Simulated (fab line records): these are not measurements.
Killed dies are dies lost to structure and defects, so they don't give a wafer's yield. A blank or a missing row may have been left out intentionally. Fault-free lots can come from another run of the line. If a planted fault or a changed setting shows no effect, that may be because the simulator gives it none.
fab line records ; flow n5-finfet
record lots=7; wafers=39
route steps=1938 shown FIN_SAQP@116 DUMMY_GATE@237 SD_EPI_N@267 HKMG_FIN@413 GATE_CUT@469 MOL_CONTACT_COAG@616
start-h: the number of hours between the record's first day and the start of the first shown wafer of the lot ; wait-h: how many hours have passed since the lot's step before this one ; " identical to the entry in the row above ; L1.1+2: one row covering several wafers at once ; - value missing, or start not given ; * or withheld: withheld ; < > ~ a bound
route shown NAME@n: NAME is a module with steps in the file, n the number in the route of the first one ; usual: the fault-free wafers' mean and standard deviation ; same: alike in all rows ; chamber/n: place in a boat ; sites: readings site by site ; _std_site: standard deviation across them ; _edge_site: outer sites' mean less inner sites' ; radius-mm: for every site, how far away it sits from the centre of the wafer ; mask NAME#n: copy n ; behind: the tool/chamber that last shaped the wafer ; hold: why the lot was held/for how many hours/how that ended ; device: the n, p or np transistor that did not switch ; end of line: tests run on the same wafers once the route is complete ; where a step has no rows: the recipe by itself ; killed: the dies lost at the first sort to structure and to defects; this is not the yield of the wafer ; map: shows each die of a wafer: x if killed, . if not, _ if none is there
set.NAME: setting as actually run; set.NAME@STEP: the setting as run at that earlier step ; model.NAME: the simulator's own value behind a step, which no gauge read
lots whose settings were changed on purpose; a table a step, a row a wafer
## steps
# step N5_FIN_SAQP_ETCH_52
# recipe chemistry=N2/H2; target=SOC; target-depth-a=1000; overetch-a=200; mask-material=SiARC; temp-c=40; time-s=150; ion-energy-ev=200; pressure-mtorr=30; source-w=840; bias-w=150; n2-flow-sccm=200; h2-flow-sccm=200; ends=end-point
# usual rf-vpp-V=524.2/2.9
lot.wafer;tool;chamber;start-h;wait-h;set.source-w;rf-vpp-V
L075.3;rie-diel-05;2;27.92;0.0;840;526.0
L075.4;rie-diel-05;1;27.92;0.0;840;523.6
L075.6;rie-diel-05;2;27.92;0.0;840;527.0
L076.1;rie-diel-01;0;33.79;0.0;743.5;549.2
L076.2;rie-diel-01;1;33.79;0.0;743.5;546.8
L076.3;rie-diel-01;3;33.79;0.0;840;520.4
L076.4;rie-diel-01;0;33.79;0.0;840;526.8
L076.5;rie-diel-01;3;33.79;0.0;840;517.9
L076.6;rie-diel-01;1;33.79;0.0;743.5;548.6
L078.1;rie-diel-01;2;45.95;0.0;840;525.7
L078.2;rie-diel-01;0;45.95;0.0;840;528.1
L078.3;rie-diel-01;3;45.95;0.0;840;519.8
L078.4;rie-diel-01;1;45.95;0.0;840;526.8
L078.5;rie-diel-01;0;45.95;0.0;840;530.2
L078.6;rie-diel-01;3;45.95;0.0;840;521.3
L080.1;rie-diel-01;3;57.68;0.0;840;520.9
L080.2;rie-diel-01;0;57.68;0.0;899.8;516.8
L080.3;rie-diel-01;2;57.68;0.0;899.8;512.9
L080.4;rie-diel-01;1;57.68;0.0;899.8;513.8
L080.5;rie-diel-01;3;57.68;0.0;840;520.7
L080.6;rie-diel-01;0;57.68;0.0;840;527.2
L084.1;rie-diel-05;3;82.44;0.0;698.3;553.2
L084.2;rie-diel-05;2;82.44;0.0;840;527.8
L084.3;rie-diel-05;1;82.44;0.0;698.3;556.1
L084.4;rie-diel-05;0;82.44;0.0;840;520.0
L084.5;rie-diel-05;1;82.44;0.0;698.3;556.3
L084.6;rie-diel-05;2;82.44;0.0;840;526.8
L090.1;rie-diel-05;2;117.60;0.0;840;527.4
L090.2;rie-diel-05;1;117.60;0.0;840;522.0
L090.3;rie-diel-05;0;117.60;0.0;840;520.1
L090.4;rie-diel-05;3;117.60;0.0;840;519.9
L090.5;rie-diel-05;2;117.60;0.0;840;525.9
L090.6;rie-diel-05;1;117.60;0.0;840;522.9
L093.1;rie-diel-01;2;138.16;0.0;840;525.5
L093.2;rie-diel-01;0;138.16;0.0;840;526.2
L093.3;rie-diel-01;1;138.16;0.0;840;524.9
L093.4;rie-diel-01;0;138.16;0.0;840;527.2
L093.5;rie-diel-01;1;138.16;0.0;840;523.9
L093.6;rie-diel-01;2;138.16;0.0;840;525.1
# step N5_FIN_SAQP_ETCH_65
# recipe chemistry=CF4; target=SiO2; target-depth-a=40; ion-energy-ev=350; time-s=4.4; pressure-mtorr=10; icp-w=800; bias-w=400; cf4-flow-sccm=80
lot.wafer;tool;chamber;start-h;wait-h;set.time-s;model.etch.depth-nm
L075.3;rie-si-01;0;29.99;0.1;4.4;4.027
L075.4;rie-si-01;1;29.99;0.1;4.4;3.961
L075.6;rie-si-01;2;29.99;0.1;4.4;4.036
L076.1;rie-si-05;1;36.27;0.1;4.4;3.931
L076.2;rie-si-05;2;36.27;0.1;4.4;4.171
L076.3;rie-si-05;3;36.27;0.1;4.815;4.521
L076.4;rie-si-05;0;36.27;0.1;4.815;4.386
L076.5;rie-si-05;0;36.27;0.1;4.4;3.948
L076.6;rie-si-05;1;36.27;0.1;4.815;4.288
L078.1;rie-si-06;1;48.03;0.1;4.4;3.99
L078.2;rie-si-06;3;48.03;0.1;5.007;4.671
L078.3;rie-si-06;0;48.03;0.1;4.4;3.95
L078.4;rie-si-06;2;48.03;0.1;5.007;4.778
L078.5;rie-si-06;2;48.03;0.1;4.4;4.222
L078.6;rie-si-06;1;48.03;0.1;5.007;4.56
L080.1;rie-si-05;0;59.78;0.1;4.4;3.938
L080.2;rie-si-05;1;59.78;0.1;3.916;3.459
L080.3;rie-si-05;3;59.78;0.1;4.4;4.131
L080.4;rie-si-05;2;59.78;0.1;3.916;3.715
L080.5;rie-si-05;3;59.78;0.1;4.4;4.124
L080.6;rie-si-05;0;59.78;0.1;3.916;3.482
L084.1;rie-si-05;0;84.69;0.1;3.633;3.283
L084.2;rie-si-05;2;84.69;0.1;3.633;3.418
L084.3;rie-si-05;3;84.69;0.1;4.4;4.087
L084.4;rie-si-05;1;84.69;0.1;4.4;3.862
L084.5;rie-si-05;3;84.69;0.1;3.633;3.357
L084.6;rie-si-05;2;84.69;0.1;4.4;4.135
L090.1;rie-si-05;3;120.33;0.1;4.4;4.1
L090.2;rie-si-05;0;120.33;0.1;4.4;3.954
L090.3;rie-si-05;2;120.33;0.1;4.4;4.188
L090.4;rie-si-05;1;120.33;0.1;4.4;3.882
L090.5;rie-si-05;0;120.33;0.1;4.4;3.936
L090.6;rie-si-05;1;120.33;0.1;4.4;3.873
L093.1;rie-si-01;3;140.23;0.1;4.4;4.004
L093.2+3;rie-si-01;2,0;140.23;0.1;3.913;3.549
L093.4;rie-si-01;1;140.23;0.1;4.4;3.966
L093.5;rie-si-01;0;140.23;0.1;4.4;3.985
L093.6;rie-si-01;3;140.23;0.1;3.913;3.55
# step N5_DUMMY_GATE_ETCH_37
# recipe chemistry=N2/H2; target=SOC; target-depth-a=600; overetch-a=300; temp-c=40; ion-energy-ev=200; pressure-mtorr=30; source-w=840; bias-w=150; n2-flow-sccm=200; h2-flow-sccm=200
# usual rf-vpp-V=524.7/1.8
lot.wafer;tool;chamber;start-h;wait-h;set.source-w;rf-vpp-V
L075.3;rie-diel-06;1;55.02;0.0;840;526.0
L075.4;rie-diel-06;2;55.02;0.0;840;524.6
L075.6;rie-diel-06;3;55.02;0.0;840;522.1
L076.1;rie-diel-04;3;63.75;0.0;903;513.3
L076.2;rie-diel-04;1;63.75;0.0;840;527.6
L076.3;rie-diel-04;0;63.75;0.0;840;525.7
L076.4;rie-diel-04;2;63.75;0.0;903;509.8
L076.5;rie-diel-04;2;63.75;0.0;903;510.8
L076.6;rie-diel-04;3;63.75;0.0;840;524.1
L078.1;rie-diel-04;1;71.66;0.0;840;526.2
L078.2;rie-diel-04;0;71.66;0.0;840;525.3
L078.3;rie-diel-04;3;71.66;0.0;840;524.3
L078.4;rie-diel-04;2;71.66;0.0;840;522.9
L078.5;rie-diel-04;3;71.66;0.0;840;525.9
L078.6;rie-diel-04;0;71.66;0.0;840;524.8
L080.1;rie-diel-04;0;85.38;0.0;946.1;504.6
L080.2;rie-diel-04;3;85.38;0.0;840;525.7
L080.3;rie-diel-04;2;85.38;0.0;946.1;501.6
L080.4;rie-diel-04;1;85.38;0.0;840;526.2
L080.5;rie-diel-04;1;85.38;0.0;840;527.6
L080.6;rie-diel-04;0;85.38;0.0;946.1;504.3
L084.1;rie-diel-04;0;107.63;0.0;840;524.1
L084.2;rie-diel-04;2;107.63;0.0;773.4;536.8
L084.3;rie-diel-04;3;107.63;0.0;840;525.1
L084.4;rie-diel-04;1;107.63;0.0;840;526.5
L084.5;rie-diel-04;2;107.63;0.0;773.4;537.2
L084.6;rie-diel-04;1;107.63;0.0;773.4;542.5
L090.1;rie-diel-04;0;141.71;0.0;840;524.5
L090.2;rie-diel-04;1;141.71;0.0;893.8;516.8
L090.3;rie-diel-04;2;141.71;0.0;840;521.9
L090.4;rie-diel-04;1;141.71;0.0;840;527.4
L090.5;rie-diel-04;2;141.71;0.0;893.8;511.8
L090.6;rie-diel-04;0;141.71;0.0;893.8;513.5
L093.1;rie-diel-02;2;165.67;0.0;840;524.8
L093.2;rie-diel-02;1;165.67;0.0;840;524.4
L093.3;rie-diel-02;0;165.67;0.0;840;524.5
L093.4;rie-diel-02;3;165.67;0.0;840;526.9
L093.5;rie-diel-02;2;165.67;0.0;840;525.8
L093.6;rie-diel-02;3;165.67;0.0;840;525.7
# step N5_DUMMY_GATE_ETCH_32
# recipe chemistry=CF4; target=SiO2; target-depth-a=35; time-s=3.9; ion-energy-ev=350; pressure-mtorr=10; icp-w=800; bias-w=400; cf4-flow-sccm=80
lot.wafer;tool;chamber;start-h;wait-h;set.time-s;model.etch.depth-nm
L075.3;rie-si-04;2;55.55;0.1;3.9;3.575
L075.4;rie-si-04;0;55.55;0.1;3.9;3.567
L075.6;rie-si-04;2;55.55;0.1;3.9;3.601
L076.1;rie-si-04;1;64.28;0.1;3.416;3.056
L076.2;rie-si-04;3;64.28;0.1;3.416;3.024
L076.3;rie-si-04;0;64.28;0.1;3.9;3.551
L076.4;rie-si-04;2;64.28;0.1;3.416;3.164
L076.5;rie-si-04;0;64.28;0.1;3.9;3.527
L076.6;rie-si-04;1;64.28;0.1;3.9;3.495
L078.1;rie-si-04;3;72.19;0.1;3.9;3.486
L078.2;rie-si-04;2;72.19;0.1;3.9;3.63
L078.3;rie-si-04;0;72.19;0.1;3.015;2.787
L078.4;rie-si-04;1;72.19;0.1;3.9;3.505
L078.5;rie-si-04;3;72.19;0.1;3.015;2.687
L078.6;rie-si-04;2;72.19;0.1;3.015;2.818
L080.1;rie-si-03;0;85.90;0.1;3.9;3.561
L080.2;rie-si-03;1;85.90;0.1;3.9;3.479
L080.3;rie-si-03;2;85.90;0.1;3.9;3.649
L080.4;rie-si-03;3;85.90;0.1;3.9;3.669
L080.5;rie-si-03;0;85.90;0.1;3.9;3.589
L080.6;rie-si-03;1;85.90;0.1;3.9;3.517
L084.1;rie-si-02;2;108.16;0.1;3.374;2.928
L084.2;rie-si-02;3;108.16;0.1;3.9;3.635
L084.3;rie-si-02;1;108.16;0.1;3.9;3.402
L084.4;rie-si-02;0;108.16;0.1;3.374;3.059
L084.5;rie-si-02;2;108.16;0.1;3.374;2.92
L084.6;rie-si-02;1;108.16;0.1;3.9;3.432
L090.1;rie-si-02;3;142.23;0.1;3.9;3.603
L090.2;rie-si-02;0;142.23;0.1;3.9;3.575
L090.3;rie-si-02;1;142.23;0.1;3.9;3.412
L090.4;rie-si-02;2;142.23;0.1;4.232;3.683
L090.5;rie-si-02;2;142.23;0.1;4.232;3.658
L090.6;rie-si-02;1;142.23;0.1;4.232;3.692
L093.1;rie-si-02;1;166.19;0.1;3.9;3.404
L093.2;rie-si-02;3;166.19;0.1;3.9;3.56
L093.3;rie-si-02;0;166.19;0.1;3.9;3.506
L093.4;rie-si-02;2;166.19;0.1;3.9;3.379
L093.5;rie-si-02;1;166.19;0.1;3.9;3.365
L093.6;rie-si-02;2;166.19;0.1;3.9;3.383
# step N5_SD_EPI_N_EXPOSE_06
# recipe mask-id=SD_N_BLK; na=1.35; source-shape=conventional; sigma-outer=0.8; polarization=unpolarized; target-cd-nm=120; dose-mj=39.75
lot.wafer;tool;chamber;start-h;wait-h;mask;set.dose-mj
L075.3+4+6;arfi-scanner-03;0;57.01;-;SD_N_BLK#0;39.75
L076.1+2+3+4+5+6;arfi-scanner-02;0;65.67;-;SD_N_BLK#0;39.75
L078.1+5+6;arfi-scanner-02;0;73.65;-;SD_N_BLK#0;41.6
L078.2+3+4;arfi-scanner-02;0;73.65;-;SD_N_BLK#0;39.75
L080.1+2+3+4+5+6;arfi-scanner-01;0;87.42;-;SD_N_BLK#0;39.75
L084.1+2+3;arfi-scanner-02;0;109.41;-;SD_N_BLK#0;39.75
L084.4+5+6;arfi-scanner-02;0;109.41;-;SD_N_BLK#0;42.53
L090.1+5+6;arfi-scanner-02;0;143.66;-;SD_N_BLK#0;39.75
L090.2+3+4;arfi-scanner-02;0;143.66;-;SD_N_BLK#0;37.67
L093.1+4+6;arfi-scanner-02;0;167.55;-;SD_N_BLK#0;39.75
L093.2+3+5;arfi-scanner-02;0;167.55;-;SD_N_BLK#0;41.66
# step N5_SD_EPI_N_PEB_07
# recipe peb-temp-c=110; peb-time-s=60; resist=CAR-ArF-block
# step N5_SD_EPI_N_DEVELOP_08
# recipe develop-time-s=30; developer=TMAH; resist=CAR-ArF-block; dev-temp-c=23; rinse-liquid=diw; dry=air-spin
# step N5_SD_EPI_N_CD_MEAS_09
# recipe target-cd-nm=120; landing-energy-ev=500; detector=se-inlens
# usual cd-nm=119.7/0.72
lot.wafer;tool;chamber;start-h;wait-h;set.dose-mj@SD_EPI_N_EXPOSE_06;cd-nm
L075.3;cd-sem-02;0;57.13;-;39.75;118.6
L075.4;cd-sem-02;0;57.13;-;39.75;118.3
L075.6;cd-sem-02;0;57.13;-;39.75;118.8
L076.1;cd-sem-02;0;65.80;-;39.75;119.7
L076.2;cd-sem-02;0;65.80;-;39.75;119.4
L076.3;cd-sem-02;0;65.80;-;39.75;119.3
L076.4;cd-sem-02;0;65.80;-;39.75;118.9
L076.5;cd-sem-02;0;65.80;-;39.75;118.6
L076.6;cd-sem-02;0;65.80;-;39.75;119.5
L078.1;cd-sem-03;0;73.77;-;41.6;123.4
L078.2;cd-sem-03;0;73.77;-;39.75;120.8
L078.3;cd-sem-03;0;73.77;-;39.75;120.2
L078.4;cd-sem-03;0;73.77;-;39.75;119.7
L078.5;cd-sem-03;0;73.77;-;41.6;122.2
L078.6;cd-sem-03;0;73.77;-;41.6;123.6
L080.1;cd-sem-02;0;87.55;-;39.75;118.5
L080.2;cd-sem-02;0;87.55;-;39.75;119.5
L080.3;cd-sem-02;0;87.55;-;39.75;119.1
L080.4;cd-sem-02;0;87.55;-;39.75;119.3
L080.5;cd-sem-02;0;87.55;-;39.75;118.6
L080.6;cd-sem-02;0;87.55;-;39.75;118.9
L084.1;cd-sem-02;0;109.53;-;39.75;119.7
L084.2;cd-sem-02;0;109.53;-;39.75;119.6
L084.3;cd-sem-02;0;109.53;-;39.75;121.3
L084.4;cd-sem-02;0;109.53;-;42.53;125.0
L084.5;cd-sem-02;0;109.53;-;42.53;124.7
L084.6;cd-sem-02;0;109.53;-;42.53;124.4
L090.1;cd-sem-01;0;143.78;-;39.75;120.0
L090.2;cd-sem-01;0;143.78;-;37.67;117.2
L090.3;cd-sem-01;0;143.78;-;37.67;116.0
L090.4;cd-sem-01;0;143.78;-;37.67;116.7
L090.5;cd-sem-01;0;143.78;-;39.75;120.6
L090.6;cd-sem-01;0;143.78;-;39.75;120.0
L093.1;cd-sem-02;0;167.68;-;39.75;119.3
L093.2;cd-sem-02;0;167.68;-;41.66;122.5
L093.3;cd-sem-02;0;167.68;-;41.66;123.0
L093.4;cd-sem-02;0;167.68;-;39.75;119.6
L093.5;cd-sem-02;0;167.68;-;41.66;123.5
L093.6;cd-sem-02;0;167.68;-;39.75;120.0
# step N5_SD_EPI_N_DESCUM_14
# recipe chemistry=O2; time-s=7.9; source-power-w=50; bias-power-w=20; pressure-mtorr=20; rf-frequency-hz=2.712e+07; temp-c=40; resist=CAR-ArF-block; o2-flow-sccm=225
lot.wafer;tool;chamber;start-h;wait-h;set.dose-mj@SD_EPI_N_EXPOSE_06;model.SD_EPI_N.cd-nm
L075.3+4;rie-diel-03;1,2;57.45;0.3;39.75;118.4
L075.6;rie-diel-03;1;57.45;0.3;39.75;119
L076.1;rie-diel-05;3;65.88;0.0;39.75;119.6
L076.2+3;rie-diel-05;2,1;65.88;0.0;39.75;119.2
L076.4;rie-diel-05;0;65.88;0.0;39.75;119
L076.5;rie-diel-05;2;65.88;0.0;39.75;118.6
L076.6;rie-diel-05;3;65.88;0.0;39.75;119.4
L078.1;rie-diel-05;3;74.35;0.5;41.6;123.4
L078.2;rie-diel-05;0;74.35;0.5;39.75;121.2
L078.3;rie-diel-05;2;74.35;0.5;39.75;120
L078.4;rie-diel-05;1;74.35;0.5;39.75;119.6
L078.5;rie-diel-05;2;74.35;0.5;41.6;122.4
L078.6;rie-diel-05;1;74.35;0.5;41.6;123.8
L080.1+5;rie-diel-03;2;87.63;0.0;39.75;118.6
L080.2;rie-diel-03;1;87.63;0.0;39.75;119.4
L080.3;rie-diel-03;0;87.63;0.0;39.75;119.2
L080.4;rie-diel-03;0;87.63;0.0;39.75;119.6
L080.6;rie-diel-03;1;87.63;0.0;39.75;119
L084.1;rie-diel-01;1;109.62;0.0;39.75;119.8
L084.2;rie-diel-01;2;109.62;0.0;39.75;119.4
L084.3;rie-diel-01;0;109.62;0.0;39.75;121.2
L084.4;rie-diel-01;3;109.62;0.0;42.53;124.8
L084.5+6;rie-diel-01;3,0;109.62;0.0;42.53;124.2
L090.1+6;rie-diel-01;0,2;143.87;0.0;39.75;119.8
L090.2;rie-diel-01;2;143.87;0.0;37.67;117
L090.3;rie-diel-01;1;143.87;0.0;37.67;116
L090.4;rie-diel-01;1;143.87;0.0;37.67;116.4
L090.5;rie-diel-01;0;143.87;0.0;39.75;120.4
L093.1;rie-diel-01;2;167.77;0.0;39.75;119.2
L093.2;rie-diel-01;1;167.77;0.0;41.66;122
L093.3;rie-diel-01;3;167.77;0.0;41.66;123.2
L093.4+6;rie-diel-01;0;167.77;0.0;39.75;120
L093.5;rie-diel-01;3;167.77;0.0;41.66;123.4
# step N5_SD_EPI_N_ETCH_34
# recipe chemistry=CF4; target=SiARC; target-depth-a=455; mask-material=CAR-ArF-block; time-s=75.8; ion-energy-ev=80; pressure-mtorr=40; source-w=545; bias-w=36; Ar_flow_sccm=100; cf4-flow-sccm=100; ends=cleared
lot.wafer;tool;chamber;start-h;wait-h;set.dose-mj@SD_EPI_N_EXPOSE_06;model.SD_EPI_N.cd-nm
L075.3;rie-diel-03;1;57.48;0.0;39.75;118.2
L075.4;rie-diel-03;2;57.48;0.0;39.75;118.4
L075.6;rie-diel-03;1;57.48;0.0;39.75;118.6
L076.1;rie-diel-05;3;65.92;0.0;39.75;119.8
L076.2+4;rie-diel-05;2,0;65.92;0.0;39.75;119.2
L076.3;rie-diel-05;1;65.92;0.0;39.75;119.4
L076.5;rie-diel-05;2;65.92;0.0;39.75;118.6
L076.6;rie-diel-05;3;65.92;0.0;39.75;119.6
L078.1;rie-diel-05;3;74.38;0.0;41.6;123.2
L078.2;rie-diel-05;0;74.38;0.0;39.75;121
L078.3;rie-diel-05;2;74.38;0.0;39.75;120
L078.4;rie-diel-05;1;74.38;0.0;39.75;119.6
L078.5;rie-diel-05;2;74.38;0.0;41.6;122.2
L078.6;rie-diel-05;1;74.38;0.0;41.6;123.6
L080.1+5;rie-diel-03;2;87.67;0.0;39.75;118.6
L080.2+3;rie-diel-03;1,0;87.67;0.0;39.75;119.2
L080.4;rie-diel-03;0;87.67;0.0;39.75;119.6
L080.6;rie-diel-03;1;87.67;0.0;39.75;118.8
L084.1;rie-diel-01;1;109.65;0.0;39.75;119.8
L084.2;rie-diel-01;2;109.65;0.0;39.75;119.4
L084.3;rie-diel-01;0;109.65;0.0;39.75;121.4
L084.4;rie-diel-01;3;109.65;0.0;42.53;125
L084.5;rie-diel-01;3;109.65;0.0;42.53;124.6
L084.6;rie-diel-01;0;109.65;0.0;42.53;124.4
L090.1+6;rie-diel-01;0,2;143.90;0.0;39.75;119.8
L090.2;rie-diel-01;2;143.90;0.0;37.67;117
L090.3;rie-diel-01;1;143.90;0.0;37.67;115.6
L090.4;rie-diel-01;1;143.90;0.0;37.67;116.2
L090.5;rie-diel-01;0;143.90;0.0;39.75;120.4
L093.1;rie-diel-01;2;167.80;0.0;39.75;119.2
L093.2;rie-diel-01;1;167.80;0.0;41.66;121.6
L093.3;rie-diel-01;3;167.80;0.0;41.66;123.2
L093.4+6;rie-diel-01;0;167.80;0.0;39.75;120
L093.5;rie-diel-01;3;167.80;0.0;41.66;123.4
# step N5_HKMG_FIN_CVD_62
# recipe material=a-Si; target-thk-a=30; temp-c=500; precursor=Si2H6; pressure-torr=1; time-s=20.8
lot.wafer;tool;chamber;start-h;wait-h;set.temp-c;model.a-Si_of_HKMG_FIN_CVD_62.thk-nm
L075.3;thermal-cvd-si-02;2;82.40;0.2;500;3
L075.4+6;thermal-cvd-si-02;1,0;82.40;0.2;500;3.2
L076.1;thermal-cvd-si-01;1;89.67;0.2;500;2.8
L076.2+4;thermal-cvd-si-01;2,0;89.67;0.2;517.3;5
L076.3;thermal-cvd-si-01;0;89.67;0.2;500;3
L076.5;thermal-cvd-si-01;2;89.67;0.2;500;3.2
L076.6;thermal-cvd-si-01;1;89.67;0.2;517.3;4.8
L078.1+4+6;thermal-cvd-si-01;2,0,2;100.42;0.2;500;3
L078.2+5;thermal-cvd-si-01;0,1;100.42;0.2;500;2.8
L078.3;thermal-cvd-si-01;1;100.42;0.2;500;2.6
L080.1+6;thermal-cvd-si-01;2,1;111.88;0.2;500;3.2
L080.2+3;thermal-cvd-si-01;0,1;111.88;0.2;521.8;5.4
L080.4;thermal-cvd-si-01;2;111.88;0.2;500;3
L080.5;thermal-cvd-si-01;0;111.88;0.2;521.8;5.6
L084.1+2;thermal-cvd-si-01;0,1;134.85;0.2;500;3.2
L084.3+5+6;thermal-cvd-si-01;2,1,2;134.85;0.2;480.4;1.8
L084.4;thermal-cvd-si-01;0;134.85;0.2;500;3
L090.1+3+5;thermal-cvd-si-01;2,0,2;170.20;0.2;493.8;2.6
L090.2+4;thermal-cvd-si-01;1,0;170.20;0.2;500;3
L090.6;thermal-cvd-si-01;1;170.20;0.2;500;2.8
L093.1+2+6;thermal-cvd-si-02;1,2,2;195.11;0.2;521.9;5.6
L093.3+5;thermal-cvd-si-02;0,1;195.11;0.2;500;3
L093.4;thermal-cvd-si-02;0;195.11;0.2;500;3.2
# step N5_GATE_CUT_ETCH_58
# recipe chemistry=CH3F/O2; target=SiNx; target-depth-a=170; time-s=128.6; ion-energy-ev=50; pressure-mtorr=30; source-w=415; bias-w=21; Ar_flow_sccm=150; CH3F_flow_sccm=30; O2_flow_sccm=20
# usual rf-vpp-V=99.2/0.81
lot.wafer;tool;chamber;start-h;wait-h;set.source-w;rf-vpp-V;model.etch.depth-nm
L075.3;rie-diel-06;3;88.78;0.0;415;99.0;16.81
L075.4;rie-diel-06;1;88.78;0.0;415;99.5;16.99
L075.6;rie-diel-06;3;88.78;0.0;415;97.9;16.81
L076.1;rie-diel-06;1;96.15;0.0;415;99.8;17.13
L076.2;rie-diel-06;0;96.15;0.0;415;99.1;16.9
L076.3;rie-diel-06;3;96.15;0.0;415;101.1;16.99
L076.4;rie-diel-06;2;96.15;0.0;489.5;93.7;17.93
L076.5;rie-diel-06;0;96.15;0.0;489.5;92.9;17.82
L076.6;rie-diel-06;3;96.15;0.0;489.5;93.2;17.93
L078.1;rie-diel-04;2;107.33;0.0;415;98.6;17.41
L078.2;rie-diel-04;3;107.33;0.0;456.3;95.9;17.58
L078.3;rie-diel-04;0;107.33;0.0;456.3;95.5;17.74
L078.4;rie-diel-04;1;107.33;0.0;415;98.3;16.76
L078.5;rie-diel-04;1;107.33;0.0;415;99.5;16.85
L078.6;rie-diel-04;0;107.33;0.0;456.3;96.5;17.77
L080.1;rie-diel-02;3;118.42;0.0;415;100.2;16.99
L080.2;rie-diel-02;0;118.42;0.0;415;98.5;16.67
L080.3;rie-diel-02;2;118.42;0.0;415;100.1;16.89
L080.4;rie-diel-02;1;118.42;0.0;441;96.8;17.66
L080.5;rie-diel-02;1;118.42;0.0;441;96.1;17.7
L080.6;rie-diel-02;0;118.42;0.0;441;97.8;17.03
L084.1;rie-diel-04;0;141.36;0.0;466.6;95.4;18.07
L084.2;rie-diel-04;2;141.36;0.0;415;98.9;17.51
L084.3;rie-diel-04;1;141.36;0.0;466.6;95.8;17.8
L084.4;rie-diel-04;1;141.36;0.0;415;100.0;17.1
L084.5;rie-diel-04;0;141.36;0.0;466.6;94.6;17.95
L084.6;rie-diel-04;2;141.36;0.0;415;98.2;17.6
L090.1;rie-diel-04;0;176.91;0.1;340.8;105.5;16.04
L090.2;rie-diel-04;2;176.91;0.1;415;97.7;17.59
L090.3;rie-diel-04;1;176.91;0.1;415;100.7;16.82
L090.4;rie-diel-04;3;176.91;0.1;340.8;105.8;15.94
L090.5;rie-diel-04;2;176.91;0.1;340.8;106.1;16.54
L090.6;rie-diel-04;3;176.91;0.1;415;99.8;17.02
L093.1;rie-diel-06;3;201.39;0.0;362.1;104.5;16.52
L093.2;rie-diel-06;2;201.39;0.0;362.1;102.7;16.05
L093.3;rie-diel-06;1;201.39;0.0;415;99.5;17.08
L093.4;rie-diel-06;0;201.39;0.0;415;98.4;16.74
L093.5;rie-diel-06;1;201.39;0.0;362.1;105.1;16.33
L093.6;rie-diel-06;2;201.39;0.0;415;98.3;16.81
# step N5_MOL_CONTACT_COAG_ETCH_124
# recipe chemistry=CH3F/O2; target=SiNx; target-depth-a=65; mask-material=SOC; stop-on=SiOC; over-etch-frac=0.3; ion-energy-ev=120; pressure-mtorr=30; source-w=395; bias-w=73; Ar_flow_sccm=150; CH3F_flow_sccm=30; O2_flow_sccm=20; ends=end-point
# usual rf-vpp-V=298/5.6
lot.wafer;tool;chamber;start-h;wait-h;set.source-w;rf-vpp-V
L075.3;rie-diel-05;1;107.85;0.0;395;291
L075.4;rie-diel-05;0;107.85;0.0;395;288
L075.6;rie-diel-05;3;107.85;0.0;395;287
L076.1;rie-diel-03;2;115.79;0.0;395;295
L076.2;rie-diel-03;1;115.79;0.0;349.8;312
L076.3;rie-diel-03;0;115.79;0.0;395;299
L076.4;rie-diel-03;1;115.79;0.0;349.8;312
L076.5;rie-diel-03;0;115.79;0.0;349.8;318
L076.6;rie-diel-03;2;115.79;0.0;395;296
L078.1;rie-diel-03;1;126.71;0.0;395;294
L078.2;rie-diel-03;2;126.71;0.0;395;294
L078.3;rie-diel-03;0;126.71;0.0;395;301
L078.4;rie-diel-03;0;126.71;0.0;395;300
L078.5;rie-diel-03;1;126.71;0.0;395;294
L078.6;rie-diel-03;2;126.71;0.0;395;296
L080.1;rie-diel-01;2;137.71;0.0;448.4;287
L080.2;rie-diel-01;1;137.71;0.0;448.4;287
L080.3;rie-diel-01;0;137.71;0.0;395;301
L080.4;rie-diel-01;0;137.71;0.0;395;302
L080.5;rie-diel-01;2;137.71;0.0;395;304
L080.6;rie-diel-01;1;137.71;0.0;448.4;288
L084.1;rie-diel-03;0;160.89;0.0;395;303
L084.2;rie-diel-03;1;160.89;0.0;395;293
L084.3;rie-diel-03;2;160.89;0.0;452.6;278
L084.4;rie-diel-03;0;160.89;0.0;452.6;280
L084.5;rie-diel-03;1;160.89;0.0;395;293
L084.6;rie-diel-03;2;160.89;0.0;452.6;277
L090.1;rie-diel-03;3;196.63;0.0;395;298
L090.2;rie-diel-03;0;196.63;0.0;395;300
L090.3;rie-diel-03;2;196.63;0.0;355;311
L090.4;rie-diel-03;0;196.63;0.0;395;299
L090.5;rie-diel-03;3;196.63;0.0;355;313
L090.6;rie-diel-03;2;196.63;0.0;355;311
L093.1;rie-diel-03;0;221.59;0.0;395;301
L093.2;rie-diel-03;1;221.59;0.0;395;293
L093.3;rie-diel-03;3;221.59;0.0;395;295
L093.4;rie-diel-03;3;221.59;0.0;395;297
L093.5;rie-diel-03;1;221.59;0.0;395;294
L093.6;rie-diel-03;0;221.59;0.0;395;299
## key
split step=N5_FIN_SAQP_ETCH_52; setting=source-w; stated=840; by=wafer
response step=N5_FIN_SAQP_ETCH_52; reading=rf-vpp-V; change=-1.87; per=1%; r=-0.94
split step=N5_FIN_SAQP_ETCH_65; setting=time-s; stated=4.4; by=wafer
response step=N5_FIN_SAQP_ETCH_65; reading=model.etch.depth-nm; change=+0.0415; per=1%; r=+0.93
split step=N5_DUMMY_GATE_ETCH_37; setting=source-w; stated=840; by=wafer
response step=N5_DUMMY_GATE_ETCH_37; reading=rf-vpp-V; change=-1.8; per=1%; r=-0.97
split step=N5_DUMMY_GATE_ETCH_32; setting=time-s; stated=3.9; by=wafer
response step=N5_DUMMY_GATE_ETCH_32; reading=model.etch.depth-nm; change=+0.034; per=1%; r=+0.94
split step=N5_SD_EPI_N_EXPOSE_06; setting=dose-mj; stated=39.75; by=wafer
response step=N5_SD_EPI_N_CD_MEAS_09; reading=cd-nm; change=+0.656; per=1%; r=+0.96
response step=N5_SD_EPI_N_DESCUM_14; reading=model.SD_EPI_N.cd-nm; change=+0.636; per=1%; r=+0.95
response step=N5_SD_EPI_N_ETCH_34; reading=model.SD_EPI_N.cd-nm; change=+0.646; per=1%; r=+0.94
split step=N5_HKMG_FIN_CVD_62; setting=temp-c; stated=500; by=wafer
response step=N5_HKMG_FIN_CVD_62; reading=model.a-Si_of_HKMG_FIN_CVD_62.thk-nm; change=+0.501; per=1%; r=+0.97
split step=N5_GATE_CUT_ETCH_58; setting=source-w; stated=415; by=wafer
response step=N5_GATE_CUT_ETCH_58; reading=rf-vpp-V; change=-0.361; per=1%; r=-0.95
response step=N5_GATE_CUT_ETCH_58; reading=model.etch.depth-nm; change=+0.0529; per=1%; r=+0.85
split step=N5_MOL_CONTACT_COAG_ETCH_124; setting=source-w; stated=395; by=wafer
response step=N5_MOL_CONTACT_COAG_ETCH_124; reading=rf-vpp-V; change=-1.26; per=1%; r=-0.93
